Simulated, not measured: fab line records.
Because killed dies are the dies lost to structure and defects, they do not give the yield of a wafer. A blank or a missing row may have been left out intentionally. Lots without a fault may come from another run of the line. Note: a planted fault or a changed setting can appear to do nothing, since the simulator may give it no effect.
Split-lot study || flow n5 finfet || route with 1938 steps; 7 lots, 21 wafers read

SPLIT DETAILS
At N5_GATE_CUT_COAT_27 (time 60 s, resist thk 10 nm), the setting spin rpm was moved away from the recipe's 1500 rpm on 5 of the 21 wafers read, by -7.4% to +7.2%. All remaining wafers had this setting at the recipe value.

FROM THE SPLIT TO THE READING: what the file shows between them, 5 steps
- N5_GATE_CUT_EXPOSE_10: exposes mask GATE CUT, target cd 20 nm (also split here: dose mj)
- N5_GATE_CUT_PEB_11: peb time 60 s
- N5_GATE_CUT_DEVELOP_12: develop time 30 s
- N5_GATE_CUT_CD_MEAS_13: target cd 20 nm
- N5_GATE_CUT_DESCUM_18: chemistry O2, time 7 s

THE READING
etch.depth nm (the simulator's own value, which no gauge read), in nm, at N5_GATE_CUT_ETCH_28 (etches underlayer in N2/H2, target depth 13 nm, time 10.4 s). The file gives no usual value for it. Across the 16 wafers here that went through the recipe, the average is 10.006 nm and the standard deviation 0.027 nm.

{"wafer": "L074.3", "tool, chamber at the split": "litho track-02, 0", "spin rpm as run, rpm": 1500, "against the recipe": "recipe", "etch.depth nm, nm": 10.01, "against lot-mates on the recipe": "-"}
{"wafer": "L074.5", "tool, chamber at the split": "litho track-02, 0", "spin rpm as run, rpm": 1500, "against the recipe": "recipe", "etch.depth nm, nm": 9.975, "against lot-mates on the recipe": "-"}
{"wafer": "L074.6", "tool, chamber at the split": "litho track-02, 0", "spin rpm as run, rpm": 1500, "against the recipe": "recipe", "etch.depth nm, nm": 9.979, "against lot-mates on the recipe": "-"}
{"wafer": "L075.3", "tool, chamber at the split": "litho track-04, 0", "spin rpm as run, rpm": 1500, "against the recipe": "recipe", "etch.depth nm, nm": 10.04, "against lot-mates on the recipe": "-"}
{"wafer": "L075.4", "tool, chamber at the split": "litho track-04, 0", "spin rpm as run, rpm": 1500, "against the recipe": "recipe", "etch.depth nm, nm": 10, "against lot-mates on the recipe": "-"}
{"wafer": "L075.5", "tool, chamber at the split": "litho track-04, 0", "spin rpm as run, rpm": 1500, "against the recipe": "recipe", "etch.depth nm, nm": 10.05, "against lot-mates on the recipe": "-"}
{"wafer": "L077.2", "tool, chamber at the split": "litho track-01, 0", "spin rpm as run, rpm": 1500, "against the recipe": "recipe", "etch.depth nm, nm": 10, "against lot-mates on the recipe": "-"}
{"wafer": "L077.3", "tool, chamber at the split": "litho track-01, 0", "spin rpm as run, rpm": 1500, "against the recipe": "recipe", "etch.depth nm, nm": 10.02, "against lot-mates on the recipe": "-"}
{"wafer": "L077.5", "tool, chamber at the split": "litho track-01, 0", "spin rpm as run, rpm": 1500, "against the recipe": "recipe", "etch.depth nm, nm": 9.987, "against lot-mates on the recipe": "-"}
{"wafer": "L078.1", "tool, chamber at the split": "litho track-02, 0", "spin rpm as run, rpm": 1549, "against the recipe": "+3.3%", "etch.depth nm, nm": 9.851, "against lot-mates on the recipe": -0.199}
{"wafer": "L078.2", "tool, chamber at the split": "litho track-02, 0", "spin rpm as run, rpm": 1500, "against the recipe": "recipe", "etch.depth nm, nm": 10.05, "against lot-mates on the recipe": "-"}
{"wafer": "L078.4", "tool, chamber at the split": "litho track-02, 0", "spin rpm as run, rpm": 1549, "against the recipe": "+3.3%", "etch.depth nm, nm": 9.885, "against lot-mates on the recipe": -0.165}
{"wafer": "L088.1", "tool, chamber at the split": "litho track-04, 0", "spin rpm as run, rpm": 1392, "against the recipe": "-7.2%", "etch.depth nm, nm": 10.37, "against lot-mates on the recipe": "+0.350"}
{"wafer": "L088.2", "tool, chamber at the split": "litho track-04, 0", "spin rpm as run, rpm": 1500, "against the recipe": "recipe", "etch.depth nm, nm": 10.03, "against lot-mates on the recipe": "-"}
{"wafer": "L088.3", "tool, chamber at the split": "litho track-04, 0", "spin rpm as run, rpm": 1500, "against the recipe": "recipe", "etch.depth nm, nm": 10.01, "against lot-mates on the recipe": "-"}
{"wafer": "L090.2", "tool, chamber at the split": "litho track-04, 0", "spin rpm as run, rpm": 1389, "against the recipe": "-7.4%", "etch.depth nm, nm": 10.42, "against lot-mates on the recipe": "+0.415"}
{"wafer": "L090.3", "tool, chamber at the split": "litho track-04, 0", "spin rpm as run, rpm": 1500, "against the recipe": "recipe", "etch.depth nm, nm": 9.999, "against lot-mates on the recipe": "-"}
{"wafer": "L090.4", "tool, chamber at the split": "litho track-04, 0", "spin rpm as run, rpm": 1500, "against the recipe": "recipe", "etch.depth nm, nm": 10.01, "against lot-mates on the recipe": "-"}
{"wafer": "L094.3", "tool, chamber at the split": "litho track-04, 0", "spin rpm as run, rpm": 1608, "against the recipe": "+7.2%", "etch.depth nm, nm": 9.653, "against lot-mates on the recipe": -0.316}
{"wafer": "L094.5", "tool, chamber at the split": "litho track-04, 0", "spin rpm as run, rpm": 1500, "against the recipe": "recipe", "etch.depth nm, nm": 9.951, "against lot-mates on the recipe": "-"}
{"wafer": "L094.6", "tool, chamber at the split": "litho track-04, 0", "spin rpm as run, rpm": 1500, "against the recipe": "recipe", "etch.depth nm, nm": 9.987, "against lot-mates on the recipe": "-"}

FIT RESULTS
A straight line over all 21 wafers: etch.depth nm changes by -0.0507 nm for each +1% of spin rpm; r = -0.98; the points scatter about the line by 0.028 nm.
The same after taking each lot's own level away (the mean of its wafers on the recipe; 21 wafers): -0.0504 nm for each +1%; r = -0.99; scatter 0.022 nm.
According to that fit, moving spin rpm by its largest amount changes the reading by 0.37 nm.
The span of the lots' own levels, 9.9690 to 10.0500 nm, comes to 3.0 times the standard deviation stated above.
The two slopes are in agreement: the lot-to-lot level therefore moves the slope only a little.
Check: with one of the wafers moved furthest among these (-7.4%) left out of the fit, the line predicts +0.353 nm for it against its lot-mates. It came out at +0.415 nm against them.

FURTHER SPLITS ON THESE WAFERS
Note: prior to the reading, these wafers also went through further splits. Each is held against what the fit with the lots' levels taken away leaves over:
{"other split on the same wafers": "N5_ZERO_LAYER_PECVD_02 time s", "wafers away from the commonest value": 10, "r with etch.depth nm (lot level and that fit taken away)": -0.17}
{"other split on the same wafers": "N5_FIN_SAQP_ETCH_65 time s", "wafers away from the commonest value": 7, "r with etch.depth nm (lot level and that fit taken away)": -0.09}
{"other split on the same wafers": "N5_DUMMY_GATE_COAT_28 spin rpm", "wafers away from the commonest value": 9, "r with etch.depth nm (lot level and that fit taken away)": "+0.11"}
{"other split on the same wafers": "N5_SD_EPI_N_EXPOSE_06 dose mj", "wafers away from the commonest value": 5, "r with etch.depth nm (lot level and that fit taken away)": -0.15}
{"other split on the same wafers": "N5_SD_EPI_N_ETCH_35 source w", "wafers away from the commonest value": 9, "r with etch.depth nm (lot level and that fit taken away)": "+0.39"}
{"other split on the same wafers": "N5_SD_EPI_P_ETCH_36 bias w", "wafers away from the commonest value": 6, "r with etch.depth nm (lot level and that fit taken away)": -0.16}
{"other split on the same wafers": "N5_HKMG_FIN_ETCH_54 source w", "wafers away from the commonest value": 10, "r with etch.depth nm (lot level and that fit taken away)": -0.08}
{"other split on the same wafers": "N5_GATE_CUT_EXPOSE_10 dose mj", "wafers away from the commonest value": 7, "r with etch.depth nm (lot level and that fit taken away)": -0.22}

THE WHOLE CHAIN: every reading that the file lists as answering this split, in the file's order
{"step": "N5_GATE_CUT_COAT_27", "what it does": "time 60 s, resist thk 10 nm", "reading": "underlayer_of_GATE_CUT_COAT_27.thk nm (the simulator's own value, which no gauge read)", "change (the file's fit)": "-0.0554 nm for each +1% of the setting", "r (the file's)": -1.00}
{"step": "N5_GATE_CUT_ETCH_28", "what it does": "etches underlayer in N2/H2, target depth 13 nm, time 10.4 s", "reading": "etch.depth nm (the simulator's own value, which no gauge read)", "change (the file's fit)": "-0.0499 nm for each +1% of the setting", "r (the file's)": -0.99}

THE FILE'S OWN FIT
etch.depth nm changes by -0.0499 nm for each +1% of spin rpm, r = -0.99.
